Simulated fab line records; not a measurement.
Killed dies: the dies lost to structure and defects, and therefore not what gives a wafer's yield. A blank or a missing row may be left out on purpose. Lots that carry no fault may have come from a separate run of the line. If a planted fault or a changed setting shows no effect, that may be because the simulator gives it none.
Struck lot and sound lot, side by side / flow nand harc / 14 out of 1159 route steps
Sound: the wafers L338.4, L338.5, L338.6. Struck: wafers L333.2, L333.4. Last of all comes the cause.
Each step with rows lists, per side, the tool, then ch with its chambers, then its first start. Under that, the readings that differ: sound wafers / struck wafers / difference of the means / sigmas: that difference in standard deviations of wafers without a fault.
alike: words and numbers the same on both sides, and readings whose means are apart by under 2 such deviations; not compared: readings that were withheld, readings missing a value for some wafer, numbers with overlapping values and no deviation given by the record, and bounds like >300 which may hide the same value.
Wherever a step has rows on one side only, a row that says differs or no value, or a row with sigmas, the two part there. Numbers that have no deviation but don't overlap get no sigmas and don't part them. A reading that every wafer of one side lacks parts them only if that side has two wafers or more.

first, 7 steps without rows for these wafers: NHARC_A_M1_COAT_34 (time 65 s); NHARC_A_M1_COAT_03 (resist thk 90 nm); NHARC_A_M1_SOFTBAKE_04 (time 55 s); NHARC_A_M1_EBR_05; NHARC_A_M1_EXPOSE_06 (exposes mask A M1, target cd 120 nm); NHARC_A_M1_PEB_07 (peb time 65 s); NHARC_A_M1_DEVELOP_08 (develop time 35 s).
NHARC_A_M1_CD_MEAS_09: target cd 120 nm.
  sound on cd sem-03 ch 0, day 22 14:16; struck on cd sem-01 ch 0, day 21 19:59
  alike: cd nm
NHARC_A_M1_OVL_MEAS_10: pitch 240 nm.
  sound on overlay-01 at day 22 14:20; struck on overlay-01 at day 21 20:05
  alike: overlay x nm, overlay y nm
NHARC_A_M1_INSPECT_11:
  sound on defect inspect-01 at day 22 14:23; struck on defect inspect-01 at day 21 20:08
  alike: raw defect count
NHARC_A_M1_DESCUM_14: chemistry O2, time 3 s.
  sound on rie diel-07 ch 0,2,3, day 22 14:27; struck on rie diel-11 ch 1,2, day 21 20:12
  alike: drypump motor current A, o2 flow sccm, oes product au, rf vpp V, showerhead plenum p Torr, throttle valve pct
  not compared: rf hours counter h
NHARC_A_M1_ETCH_35: etches the open film in N2/H2, target depth 40 nm, overetch 12 nm, time 43.94 s.
  sound on rie diel-07 ch 2,3, day 22 14:31; struck on rie diel-11 ch 0,2, day 21 20:16
  alike: drypump motor current A, n2 flow sccm, oes product au, rf vpp V, run length s, showerhead plenum p Torr, throttle valve pct
  not compared: rf hours counter h
NHARC_A_M1_ETCH_15: etches the open film in C4F8/Ar, target depth 182.5 nm, time 91.2 s.
  sound on rie diel-07 ch 0,1, day 22 14:37; struck on rie diel-11 ch 0,1, day 21 20:22
reading=run length s (s); sound=112.3 112.4 111.9; struck=99.5 99.0; difference=-13.0; sigmas=-30
  alike: oes product au, rf vpp V
  not compared: rf hours counter h
NHARC_A_M1_CD_MEAS_16:
  sound on cd sem-03 at day 22 14:45; struck on cd sem-01 at day 21 20:29
reading=cd nm (nm); sound=120.5 118.6 119.5; struck=121.1 121.1; difference=+1.6; sigmas=+2

WHERE THEY PART
Last at NHARC_A_M1_CD_MEAS_16 as far as this record goes, first at NHARC_A_M1_ETCH_15.

WHY: whatever the simulator had introduced
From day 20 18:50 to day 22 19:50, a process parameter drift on rie diel-11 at NHARC_A_M1_ETCH_15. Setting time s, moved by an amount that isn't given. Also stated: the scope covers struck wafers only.
